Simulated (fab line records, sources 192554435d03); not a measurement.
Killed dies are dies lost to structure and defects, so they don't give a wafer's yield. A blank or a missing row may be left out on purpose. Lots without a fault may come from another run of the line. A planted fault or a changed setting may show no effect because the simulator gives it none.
fab line records | flow n5_finfet
record lots=7 wafers=21
route steps=1938 shown GATE_CUT@484 MOL_CONTACT_COAG@586 BEOL_M0_SAQP@636 BEOL_M0_CUTY@701 BEOL_M1@797 BEOL_M2@857
start_h: hours from the record's first day to the start of the lot's first wafer shown | wait_h: hours since the lot's step before | " the same as in the row above | L1.1+2: a row that stands for several wafers | - no value, or no start given | * or withheld: withheld | < > ~ a bound
route shown NAME@n: a module of which the file shows steps, and the number in the route of the first | usual: mean/standard deviation of fault-free wafers | same: alike in all rows | chamber/n: place in a boat | sites: the reading at each site | _std_site: their standard deviation | _edge_site: outer sites' mean less inner sites' | radius_mm: how far each site lies from the wafer's centre | mask NAME#n: copy n | behind: the tool/chamber that last shaped the wafer | hold: why the lot was held/for how many hours/how that ended | device: the transistor (n, p or np) that didn't switch | end of line: the same wafers' tests at the end of the route | a step without rows: its recipe alone | killed: dies lost to structure and defects at the first sort, not the wafer's yield | map: a wafer's dies, x killed, . not, _ none there
set.NAME: the setting as run; set.NAME@STEP: as run at that earlier step | model.NAME: the simulator's own value behind a step, which no gauge read
lots whose settings were changed on purpose; a table a step, a row a wafer
## steps
# step N5_GATE_CUT_EXPOSE_10
# recipe mask_id=GATE_CUT na=0.33 source_shape=annular sigma_inner=0.35 sigma_outer=0.8 polarization=unpolarized target_cd_nm=20 dose_mj=43.25
# columns lot.wafer tool chamber start_h wait_h mask set.dose_mj
L076.1+2+5 euv_scanner-01 0 96.98 - GATE_CUT#0 43.25
L077.3 euv_scanner-02 0 99.34 - GATE_CUT#0 45.51
L077.4+6 " 0 " " GATE_CUT#0 43.25
L082.2+5 euv_scanner-02 0 132.10 - GATE_CUT#0 43.25
L082.4 " 0 " " GATE_CUT#0 44.91
L084.1+4 euv_scanner-01 0 140.58 - GATE_CUT#0 42.16
L084.3 " 0 " " GATE_CUT#0 43.25
L085.1+5 euv_scanner-01 0 147.42 - GATE_CUT#0 40.13
L085.4 " 0 " " GATE_CUT#0 43.25
L096.2+5 euv_scanner-01 0 216.09 - GATE_CUT#0 45.4
L096.6 " 0 " " GATE_CUT#0 43.25
L097.1+3+4 euv_scanner-01 0 223.19 - GATE_CUT#0 43.25
# step N5_GATE_CUT_PEB_11
# recipe peb_temp_c=100 peb_time_s=60 resist=CAR-EUV
# step N5_GATE_CUT_DEVELOP_12
# recipe develop_time_s=30 developer=TMAH resist=CAR-EUV rinse_liquid=surfactant_rinse dry=air_spin dev_temp_c=23
# step N5_GATE_CUT_CD_MEAS_13
# recipe target_cd_nm=20 landing_energy_ev=500 detector=se_inlens
# usual cd_nm=19.97/0.23
# columns lot.wafer tool chamber start_h wait_h set.dose_mj@GATE_CUT_EXPOSE_10 cd_nm
L076.1 cd_sem-01 0 97.11 - 43.25 20.06
L076.2 " 0 " " 43.25 19.68
L076.5 " 0 " " 43.25 19.77
L077.3 cd_sem-02 0 99.46 - 45.51 21.10
L077.4 " 0 " " 43.25 19.99
L077.6 " 0 " " 43.25 19.66
L082.2 cd_sem-03 0 132.23 - 43.25 19.91
L082.4 " 0 " " 44.91 20.81
L082.5 " 0 " " 43.25 19.65
L084.1 cd_sem-03 0 140.71 - 42.16 19.61
L084.3 " 0 " " 43.25 19.86
L084.4 " 0 " " 42.16 19.28
L085.1 cd_sem-02 0 147.55 - 40.13 18.09
L085.4 " 0 " " 43.25 20.16
L085.5 " 0 " " 40.13 17.91
L096.2 cd_sem-03 0 216.22 - 45.4 20.78
L096.5 " 0 " " 45.4 21.16
L096.6 " 0 " " 43.25 20.04
L097.1 cd_sem-03 0 223.32 - 43.25 20.08
L097.3 " 0 " " 43.25 19.89
L097.4 " 0 " " 43.25 20.48
# step N5_GATE_CUT_DESCUM_18
# recipe chemistry=O2 time_s=7 source_power_w=50 bias_power_w=20 pressure_mtorr=20 rf_frequency_hz=2.712e+07 temp_c=40 resist=CAR-EUV o2_flow_sccm=225
# columns lot.wafer tool chamber start_h wait_h set.dose_mj@GATE_CUT_EXPOSE_10 model.GATE_CUT.cd_nm
L076.1 rie_diel-06 1 97.24 0.0 43.25 20
L076.2 " 0 " " 43.25 19.8
L076.5 " 1 " " 43.25 19.6
L077.3 rie_diel-06 0 99.58 0.0 45.51 21
L077.4 " 1 " " 43.25 19.8
L077.6 " 3 " " 43.25 20
L082.2 rie_diel-06 0 132.66 0.3 43.25 20
L082.4 " 1 " " 44.91 20.8
L082.5 " 1 " " 43.25 19.8
L084.1 rie_diel-01 3 140.84 0.0 42.16 19.6
L084.3 " 0 " " 43.25 20
L084.4 " 2 " " 42.16 19.4
L085.1 rie_diel-01 3 147.68 0.0 40.13 18.2
L085.4 " 1 " " 43.25 20
L085.5 " 2 " " 40.13 17.8
L096.2 rie_diel-06 2 216.34 0.0 45.4 21
L096.5 " 2 " " 45.4 20.8
L096.6 " 1 " " 43.25 19.8
L097.1 rie_diel-03 1 223.45 0.0 43.25 19.6
L097.3+4 " 3,0 " " 43.25 20
# step N5_GATE_CUT_ETCH_36
# recipe chemistry=CF4 target=SiARC target_depth_a=130 mask_material=CAR-EUV time_s=21.7 ion_energy_ev=80 pressure_mtorr=40 source_w=545 bias_w=36 Ar_flow_sccm=100 cf4_flow_sccm=100 ends=cleared
# columns lot.wafer tool chamber start_h wait_h set.cf4_flow_sccm set.dose_mj@GATE_CUT_EXPOSE_10 model.GATE_CUT.cd_nm
L076.1 rie_diel-06 1 97.29 0.0 114.1 43.25 20
L076.2 " 0 " " 100 43.25 19.8
L076.5 " 1 " " 114.1 43.25 19.8
L077.3 rie_diel-06 0 99.63 0.0 108 45.51 21.2
L077.4 " 1 " " 108 43.25 19.6
L077.6 " 3 " " 100 43.25 19.8
L082.2+5 rie_diel-06 0,1 132.72 0.0 111.3 43.25 20
L082.4 " 1 " " 100 44.91 21
L084.1 rie_diel-01 3 140.89 0.0 100 42.16 19.4
L084.3 " 0 " " 100 43.25 20
L084.4 " 2 " " 82.26 42.16 19.6
L085.1 rie_diel-01 3 147.73 0.0 100 40.13 18.2
L085.4 " 1 " " 115.4 43.25 20
L085.5 " 2 " " 115.4 40.13 18
L096.2+5 rie_diel-06 2 216.40 0.0 100 45.4 21
L096.6 " 1 " " 115.6 43.25 20
L097.1 rie_diel-03 1 223.50 0.0 100 43.25 19.6
L097.3+4 " 3,0 " " 100 43.25 20.2
# step N5_GATE_CUT_ETCH_37
# recipe chemistry=N2/H2 target=SOC target_depth_a=600 overetch_a=120 mask_material=SiARC temp_c=40 time_s=90 ion_energy_ev=200 pressure_mtorr=30 source_w=840 bias_w=150 n2_flow_sccm=200 h2_flow_sccm=200
# columns lot.wafer tool chamber start_h wait_h set.dose_mj@GATE_CUT_EXPOSE_10 model.GATE_CUT.cd_nm
L076.1 rie_diel-06 1 97.32 0.0 43.25 20.2
L076.2 " 0 " " 43.25 19.4
L076.5 " 1 " " 43.25 19.8
L077.3 rie_diel-06 0 99.66 0.0 45.51 20.8
L077.4 " 1 " " 43.25 19.8
L077.6 " 3 " " 43.25 19.6
L082.2 rie_diel-06 0 132.74 0.0 43.25 19.6
L082.4 " 1 " " 44.91 21
L082.5 " 1 " " 43.25 20
L084.1 rie_diel-01 3 140.92 0.0 42.16 19.4
L084.3 " 0 " " 43.25 20
L084.4 " 2 " " 42.16 19.6
L085.1+5 rie_diel-01 3,2 147.76 0.0 40.13 18.2
L085.4 " 1 " " 43.25 20
L096.2 rie_diel-06 2 216.42 0.0 45.4 21
L096.5 " 2 " " 45.4 20.8
L096.6 " 1 " " 43.25 20.2
L097.1 rie_diel-03 1 223.53 0.0 43.25 19.4
L097.3 " 3 " " 43.25 20.2
L097.4 " 0 " " 43.25 20.4
# step N5_MOL_CONTACT_COAG_VIA_ETCH_46
# recipe chemistry=C4F6/O2 target_depth_a=460 overetch_a=92 mask_material=SOC target=SiO2 bias_w=455 pressure_mtorr=10 time_s=40 source_w=325 Ar_flow_sccm=300 C4F6_flow_sccm=10 O2_flow_sccm=10 ion_energy_ev=575.3 ends=end_point
# usual rf_vpp_V=1595/31
# columns lot.wafer tool chamber start_h wait_h set.bias_w rf_vpp_V
L076.1 rie_diel-02 0 112.79 0.0 455 1633
L076.2 " 2 " " 455 1543
L076.5 " 3 " " 516.3 1803
L077.3 rie_diel-04 0 115.74 0.0 455 1637
L077.4 " 2 " " 455 1594
L077.6 " 3 " " 378.8 1391
L082.2 rie_diel-05 0 146.92 0.0 455 1573
L082.4 " 1 " " 455 1584
L082.5 " 2 " " 455 1564
L084.1 rie_diel-02 1 153.51 0.0 455 1584
L084.3 " 0 " " 394.8 1468
L084.4 " 3 " " 394.8 1476
L085.1 rie_diel-02 3 162.37 0.0 408.8 1514
L085.4 " 2 " " 455 1543
L085.5 " 0 " " 455 1633
L096.2 rie_diel-04 3 231.47 0.0 455 1594
L096.5 " 3 " " 492.7 1693
L096.6 " 1 " " 455 1605
L097.1 rie_diel-02 0 235.52 0.0 455 1632
L097.3 " 3 " " 455 1641
L097.4 " 1 " " 455 1583
# step N5_MOL_CONTACT_COAG_COAT_64
# recipe resist=underlayer temp_c=205 time_s=60 spin_rpm=1500 resist_thk_nm=10
# columns lot.wafer tool chamber start_h wait_h set.spin_rpm model.underlayer_of_MOL_CONTACT_COAG_COAT_64.thk_nm
L076.1+2+5 litho_track-05 0 - - 1500 10
L077.3 litho_track-01 0 - - 1500 10
L077.4+6 " 0 " " 1590 9.8
L082.2+4 litho_track-05 0 - - 1635 9.6
L082.5 " 0 " " 1500 10
L084.1+4 litho_track-04 0 - - 1500 10
L084.3 " 0 " " 1578 9.8
L085.1 litho_track-04 0 - - 1574 9.8
L085.4+5 " 0 " " 1500 10
L096.2+5+6 litho_track-04 0 - - 1548 9.8
L097.1+3+4 litho_track-04 0 - - 1500 10
# step N5_MOL_CONTACT_COAG_COAT_34
# recipe resist=CAR-EUV spin_rpm=1500 resist_thk_nm=40
# step N5_MOL_CONTACT_COAG_EBR_36
# recipe solvent=PGMEA ebr_width_mm=1.5
# step N5_MOL_CONTACT_COAG_DESCUM_45
# recipe chemistry=O2 time_s=7 source_power_w=50 bias_power_w=20 pressure_mtorr=20 rf_frequency_hz=2.712e+07 temp_c=40 resist=CAR-EUV o2_flow_sccm=225
# step N5_MOL_CONTACT_COAG_ETCH_65
# recipe chemistry=N2/H2 target=underlayer target_depth_a=130 mask_material=CAR-EUV time_s=10.4 ion_energy_ev=200 pressure_mtorr=30 source_w=840 bias_w=150 n2_flow_sccm=200 h2_flow_sccm=200 ends=cleared
# columns lot.wafer tool chamber start_h wait_h set.spin_rpm@MOL_CONTACT_COAG_COAT_64 model.etch.depth_nm
L076.1+5 rie_diel-05 3,1 113.78 0.0 1500 10.01
L076.2 " 2 " " 1500 10.02
L077.3 rie_diel-05 1 116.67 0.0 1500 10.02
L077.4 " 2 " " 1590 9.706
L077.6 " 1 " " 1590 9.708
L082.2 rie_diel-05 1 147.77 0.0 1635 9.592
L082.4 " 2 " " 1635 9.598
L082.5 " 3 " " 1500 10.01
L084.1 rie_diel-02 3 154.95 0.0 1500 10.04
L084.3 " 1 " " 1578 9.778
L084.4 " 2 " " 1500 10.03
L085.1 rie_diel-02 0 163.53 0.0 1574 9.801
L085.4 " 2 " " 1500 10.02
L085.5 " 3 " " 1500 10.05
L096.2 rie_diel-02 2 232.28 0.0 1548 9.862
L096.5 " 3 " " 1548 9.851
L096.6 " 2 " " 1548 9.884
L097.1 rie_diel-05 2 236.35 0.0 1500 10.01
L097.3 " 0 " " 1500 9.984
L097.4 " 3 " " 1500 10.02
# step N5_BEOL_M0_SAQP_PECVD_96
# recipe material=a-Si target_thk_a=450 temp_c=350 precursor=SiH4/He pressure_torr=3 rf_w=100 time_s=45.2
# columns lot.wafer tool chamber start_h wait_h set.time_s model.a-Si_of_BEOL_M0_SAQP_PECVD_96.thk_nm
L076.1 pecvd-04 1 119.77 0.0 45.2 44.4
L076.2 " 0 " " 50.31 50.2
L076.5 " 2 " " 45.2 46
L077.3 pecvd-02 2 122.99 0.0 43.19 42.2
L077.4 " 0 " " 43.19 44
L077.6 " 2 " " 45.2 45.2
L082.2 pecvd-02 2 157.51 0.0 45.2 44.4
L082.4 " 1 " " 45.2 45.6
L082.5 " 2 " " 40.54 40.4
L084.1 pecvd-02 1 163.17 0.0 50.98 51.2
L084.3 " 2 " " 45.2 44.8
L084.4 " 1 " " 50.98 51
L085.1 pecvd-04 2 170.14 0.0 45.2 44.2
L085.4 " 2 " " 45.2 45.2
L085.5 " 2 " " 39.39 38.6
L096.2 pecvd-03 2 241.66 0.0 47.6 46.6
L096.5 " 2 " " 45.2 45.2
L096.6 " 0 " " 47.6 47
L097.1 pecvd-04 2 242.62 0.0 45.2 46
L097.3 " 0 " " 45.2 45.4
L097.4 " 0 " " 45.2 45.8
# step N5_BEOL_M0_SAQP_PEB_12
# recipe peb_temp_c=withheld peb_time_s=60 resist=CAR-ArF
# columns lot.wafer tool chamber start_h wait_h set.peb_time_s
L076.1+2+5 litho_track-02 0 120.36 0.1 60
L077.3+6 litho_track-01 0 123.59 0.0 60
L077.4 " 0 " " 53.28
L082.2+5 litho_track-02 0 158.11 0.0 52.82
L082.4 " 0 " " 60
L084.1+4 litho_track-02 0 163.67 0.1 66.85
L084.3 " 0 " " 60
L085.1+5 litho_track-01 0 170.68 0.1 69
L085.4 " 0 " " 60
L096.2+5+6 litho_track-01 0 242.14 0.0 60
L097.1+3+4 litho_track-02 0 243.23 0.1 60
# step N5_BEOL_M0_SAQP_DEVELOP_13
# recipe develop_time_s=30 developer=TMAH resist=CAR-ArF dev_temp_c=23 rinse_liquid=diw dry=air_spin
# step N5_BEOL_M0_SAQP_CD_MEAS_14
# recipe target_cd_nm=42.5 landing_energy_ev=500 detector=se_inlens
# usual cd_nm=42.5/0.41
# columns lot.wafer tool chamber start_h wait_h set.peb_time_s@BEOL_M0_SAQP_PEB_12 cd_nm
L076.1 cd_sem-01 0 120.43 - 60 42.3
L076.2 " 0 " " 60 41.9
L076.5 " 0 " " 60 42.4
L077.3 cd_sem-01 0 123.65 - 60 42.5
L077.4 " 0 " " 53.28 44.1
L077.6 " 0 " " 60 42.5
L082.2 cd_sem-02 0 158.18 - 52.82 44.8
L082.4 " 0 " " 60 42.6
L082.5 " 0 " " 52.82 44.9
L084.1 cd_sem-01 0 163.73 - 66.85 40.5
L084.3 " 0 " " 60 41.7
L084.4 " 0 " " 66.85 40.5
L085.1 cd_sem-01 0 170.75 - 69 40.2
L085.4 " 0 " " 60 42.6
L085.5 " 0 " " 69 39.6
L096.2 cd_sem-02 0 242.20 - 60 43.0
L096.5 " 0 " " 60 42.9
L096.6 " 0 " " 60 43.0
L097.1 cd_sem-03 0 243.30 - 60 42.4
L097.3 " 0 " " 60 41.6
L097.4 " 0 " " 60 42.5
# step N5_BEOL_M0_SAQP_ETCH_101
# recipe chemistry=CH3F/O2 target=SiNx mask_material=SiO2 target_depth_a=299 time_s=42.7 pressure_mtorr=30 source_w=395 bias_w=73 Ar_flow_sccm=150 CH3F_flow_sccm=30 O2_flow_sccm=20 ion_energy_ev=120
# step N5_BEOL_M0_SAQP_ETCH_102
# recipe chemistry=CF4 target=SiO2 target_depth_a=40 ion_energy_ev=350 time_s=4.4 pressure_mtorr=10 icp_w=800 bias_w=400 cf4_flow_sccm=80
# step N5_BEOL_M0_SAQP_MANDREL_ETCH_103
# recipe chemistry=HBr/Cl2 target=a-Si target_depth_a=450 bt_time_s=10 stop_on=SiCN mask_material=SiO2 over_etch_frac=0.8 time_s=27 pressure_mtorr=10 icp_w=800 bias_w=75 HBr_flow_sccm=150 Cl2_flow_sccm=80 ends=end_point
# usual oes_product_au=0.678/0.011
# columns lot.wafer tool chamber start_h wait_h set.time_s@BEOL_M0_SAQP_PECVD_96 oes_product_au model.etch.depth_nm
L076.1 rie_si-02 2 122.27 0.0 45.2 0.664 44.33
L076.2 " 0 " " 50.31 0.756 50.17
L076.5 " 2 " " 45.2 0.687 45.95
L077.3 rie_si-02 3 125.76 0.0 43.19 0.648 42.1
L077.4 " 2 " " 43.19 0.668 43.91
L077.6 " 2 " " 45.2 0.679 45.2
L082.2 rie_si-05 2 161.05 0.0 45.2 0.675 44.5
L082.4 " 3 " " 45.2 0.672 45.69
L082.5 " 1 " " 40.54 0.643 40.39
L084.1 rie_si-03 2 165.74 0.0 50.98 0.734 51.21
L084.3 " 3 " " 45.2 0.685 44.86
L084.4 " 1 " " 50.98 0.725 51.07
L085.1 rie_si-03 1 172.57 0.0 45.2 0.666 44.29
L085.4 " 2 " " 45.2 0.678 45.18
L085.5 " 0 " " 39.39 0.620 38.63
L096.2 rie_si-03 2 244.27 0.0 47.6 0.697 46.56
L096.5 " 3 " " 45.2 0.682 45.27
L096.6 " 2 " " 47.6 0.699 47.02
L097.1 rie_si-02 1 245.13 0.0 45.2 0.689 46.02
L097.3 " 0 " " 45.2 0.706 45.45
L097.4 " 2 " " 45.2 0.690 45.87
# step N5_BEOL_M0_SAQP_RECESS_104
# recipe chemistry=HF/NH3 target=SiO2 target_depth_a=180 afs_cycles=3 temp_c=30 sublimation_temp_c=180 sublimation_time_s=60
# step N5_BEOL_M0_SAQP_COAT_105
# recipe resist=SOC temp_c=250 time_s=60 spin_rpm=1500 resist_thk_nm=100
# step N5_BEOL_M0_SAQP_STRIP_108
# recipe chemistry=N2/H2 power_w=500 temp_c=40 pressure_mtorr=50 rf_frequency_hz=6e+07 overash_fraction=0.3 bias_power_w=28 h2_frac=0.5 n2_flow_sccm=300 h2_flow_sccm=300
# step N5_BEOL_M0_SAQP_RECESS_109
# recipe chemistry=HF/NH3 target=SiO2 target_depth_a=30 afs_cycles=1 temp_c=30 sublimation_temp_c=180 sublimation_time_s=60
# step N5_BEOL_M0_SAQP_SPACER2_ALD_26
# recipe material=SiO2 target_thk_a=150 temp_c=300 ald_precursor_family=BDEAS ald_co_reactant=O2-plasma pulse_time_s=1 purge_time_s=2 co_reactant_purge_time_s=2 pressure_torr=2
# columns lot.wafer tool chamber start_h wait_h set.time_s@BEOL_M0_SAQP_PECVD_96 model.a-Si_of_BEOL_M0_SAQP_PECVD_96.thk_nm
L076.1 ald_sin-04 3 123.72 0.7 45.2 43.6
L076.2 " 2 " " 50.31 49.4
L076.5 " 1 " " 45.2 45.2
L077.3 ald_sin-03 2 126.61 0.1 43.19 41.4
L077.4 " 0 " " 43.19 43.2
L077.6 " 2 " " 45.2 44.4
L082.2 ald_sin-01 0 161.89 0.1 45.2 43.8
L082.4 " 2 " " 45.2 45
L082.5 " 3 " " 40.54 39.6
L084.1+4 ald_sin-03 2,1 166.96 0.1 50.98 50.4
L084.3 " 0 " " 45.2 44
L085.1 ald_sin-01 0 173.88 0.1 45.2 43.6
L085.4 " 3 " " 45.2 44.4
L085.5 " 3 " " 39.39 37.8
L096.2 ald_sin-01 0 245.59 0.5 47.6 45.8
L096.5 " 3 " " 45.2 44.6
L096.6 " 2 " " 47.6 46.2
L097.1 ald_sin-01 0 246.21 0.3 45.2 45.2
L097.3 " 2 " " 45.2 44.8
L097.4 " 3 " " 45.2 45
# step N5_BEOL_M0_CUTY_COAT_50
# recipe resist=SiARC temp_c=220 time_s=60 spin_rpm=1500 resist_thk_nm=15
# columns lot.wafer tool chamber start_h wait_h set.spin_rpm model.SiARC_of_BEOL_M0_CUTY_COAT_50.thk_nm
L076.1+2+5 litho_track-02 0 126.33 0.0 1406 15.6
L077.3 litho_track-02 0 128.81 0.0 1457 15.2
L077.4+6 " 0 " " 1500 15
L082.2+4 litho_track-05 0 164.55 0.0 1634 14.4
L082.5 " 0 " " 1500 15
L084.1+3 litho_track-05 0 169.27 0.0 1366 15.8
L084.4 " 0 " " 1500 15
L085.1+4+5 litho_track-02 0 176.18 0.0 1500 15
L096.2+5 litho_track-02 0 248.11 0.0 1559 14.8
L096.6 " 0 " " 1500 15
L097.1+3+4 litho_track-05 0 249.49 0.0 1500 15
# step N5_BEOL_M1_VIA_ETCH_34
# recipe chemistry=C4F6/O2 target_depth_a=678 mask_material=SOC pressure_mtorr=15 ion_energy_ev=250 taper_deg=4 time_s=64.4 source_w=350 bias_w=170 Ar_flow_sccm=300 C4F6_flow_sccm=10 O2_flow_sccm=10
# columns lot.wafer tool chamber start_h wait_h set.time_s model.etch.depth_nm model.SOC_of_BEOL_M1_COAT_67.thk_nm
L076.1 rie_diel-01 3 141.93 0.0 68.21 70.18 52.4
L076.2 " 2 " " 64.4 69.22 52.4
L076.5 " 0 " " 68.21 72.4 52
L077.3 rie_diel-03 2 145.26 0.0 64.4 67.09 51.8
L077.4 " 1 " " 64.4 67.85 51.8
L077.6 " 0 " " 52.13 54.25 53.4
L082.2 rie_diel-03 2 175.52 0.0 64.4 66.45 52.4
L082.4 " 1 " " 64.4 66.86 52.2
L082.5 " 2 " " 64.4 66.82 52.2
L084.1 rie_diel-06 2 181.86 0.0 64.4 68.8 52.4
L084.3 " 0 " " 55.24 57.07 53.8
L084.4 " 1 " " 55.24 56.74 53.6
L085.1 rie_diel-03 1 188.04 0.0 64.4 66.98 52.2
L085.4 " 1 " " 64.4 66.86 52.4
L085.5 " 2 " " 64.4 67.03 52.2
L096.2 rie_diel-06 0 266.92 0.0 58.19 59.43 53.2
L096.5 " 3 " " 64.4 67.82 52.4
L096.6 " 0 " " 64.4 65.63 52.6
L097.1 rie_diel-01 0 267.00 0.0 64.4 69.11 52.4
L097.3 " 3 " " 64.4 66.09 52.6
L097.4 " 2 " " 64.4 69.2 52.4
# step N5_BEOL_M2_DESCUM_16
# recipe chemistry=O2 time_s=7 source_power_w=50 bias_power_w=20 pressure_mtorr=20 rf_frequency_hz=2.712e+07 temp_c=40 resist=CAR-EUV o2_flow_sccm=225
# columns lot.wafer tool chamber start_h wait_h set.time_s model.CAR-EUV_of_BEOL_M2_COAT_05.thk_nm
L076.1 rie_diel-02 2 147.61 0.0 5.448 26.8
L076.2+5 " 0,3 " " 7 26
L077.3 rie_diel-02 3 152.13 0.0 7 26.2
L077.4 " 1 " " 7.755 25.6
L077.6 " 0 " " 7 26
L082.2 rie_diel-02 2 182.18 0.0 7.737 25.6
L082.4+5 " 0,1 " " 7 26
L084.1+3+4 rie_diel-05 1,2,0 188.96 0.0 7 26
L085.1+5 rie_diel-04 0,1 195.55 0.1 6.438 26.4
L085.4 " 2 " " 7 26
L097.1+3+4 rie_diel-05 3,1,2 273.60 0.0 7 26
L096.2+5+6 rie_diel-04 1,1,2 274.97 0.1 7 26
## key
split step=N5_GATE_CUT_EXPOSE_10 setting=dose_mj stated=43.25 by=wafer
response step=N5_GATE_CUT_CD_MEAS_13 reading=cd_nm change=+0.255 per=1% r=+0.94
response step=N5_GATE_CUT_DESCUM_18 reading=model.GATE_CUT.cd_nm change=+0.243 per=1% r=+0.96
response step=N5_GATE_CUT_ETCH_36 reading=model.GATE_CUT.cd_nm change=+0.253 per=1% r=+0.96
response step=N5_GATE_CUT_ETCH_37 reading=model.GATE_CUT.cd_nm change=+0.224 per=1% r=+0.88
split step=N5_GATE_CUT_ETCH_36 setting=cf4_flow_sccm stated=100 by=wafer
response none clear
split step=N5_MOL_CONTACT_COAG_VIA_ETCH_46 setting=bias_w stated=455 by=wafer
response step=N5_MOL_CONTACT_COAG_VIA_ETCH_46 reading=rf_vpp_V change=+11.9 per=1% r=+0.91
split step=N5_MOL_CONTACT_COAG_COAT_64 setting=spin_rpm stated=1500 by=wafer
response step=N5_MOL_CONTACT_COAG_COAT_64 reading=model.underlayer_of_MOL_CONTACT_COAG_COAT_64.thk_nm change=-0.0405 per=1% r=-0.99
response step=N5_MOL_CONTACT_COAG_ETCH_65 reading=model.etch.depth_nm change=-0.0483 per=1% r=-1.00
split step=N5_BEOL_M0_SAQP_PECVD_96 setting=time_s stated=45.2 by=wafer
response step=N5_BEOL_M0_SAQP_PECVD_96 reading=model.a-Si_of_BEOL_M0_SAQP_PECVD_96.thk_nm change=+0.46 per=1% r=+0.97
response step=N5_BEOL_M0_SAQP_MANDREL_ETCH_103 reading=oes_product_au change=+0.00433 per=1% r=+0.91
response step=N5_BEOL_M0_SAQP_MANDREL_ETCH_103 reading=model.etch.depth_nm change=+0.462 per=1% r=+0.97
response step=N5_BEOL_M0_SAQP_SPACER2_ALD_26 reading=model.a-Si_of_BEOL_M0_SAQP_PECVD_96.thk_nm change=+0.465 per=1% r=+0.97
split step=N5_BEOL_M0_SAQP_PEB_12 setting=peb_time_s stated=60 by=wafer
response step=N5_BEOL_M0_SAQP_CD_MEAS_14 reading=cd_nm change=-0.161 per=1% r=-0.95
split step=N5_BEOL_M0_CUTY_COAT_50 setting=spin_rpm stated=1500 by=wafer
response step=N5_BEOL_M0_CUTY_COAT_50 reading=model.SiARC_of_BEOL_M0_CUTY_COAT_50.thk_nm change=-0.0757 per=1% r=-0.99
split step=N5_BEOL_M1_VIA_ETCH_34 setting=time_s stated=64.4 by=wafer
response step=N5_BEOL_M1_VIA_ETCH_34 reading=model.etch.depth_nm change=+0.727 per=1% r=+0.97
response step=N5_BEOL_M1_VIA_ETCH_34 reading=model.SOC_of_BEOL_M1_COAT_67.thk_nm change=-0.0821 per=1% r=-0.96
split step=N5_BEOL_M2_DESCUM_16 setting=time_s stated=7 by=wafer
response step=N5_BEOL_M2_DESCUM_16 reading=model.CAR-EUV_of_BEOL_M2_COAT_05.thk_nm change=-0.039 per=1% r=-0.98
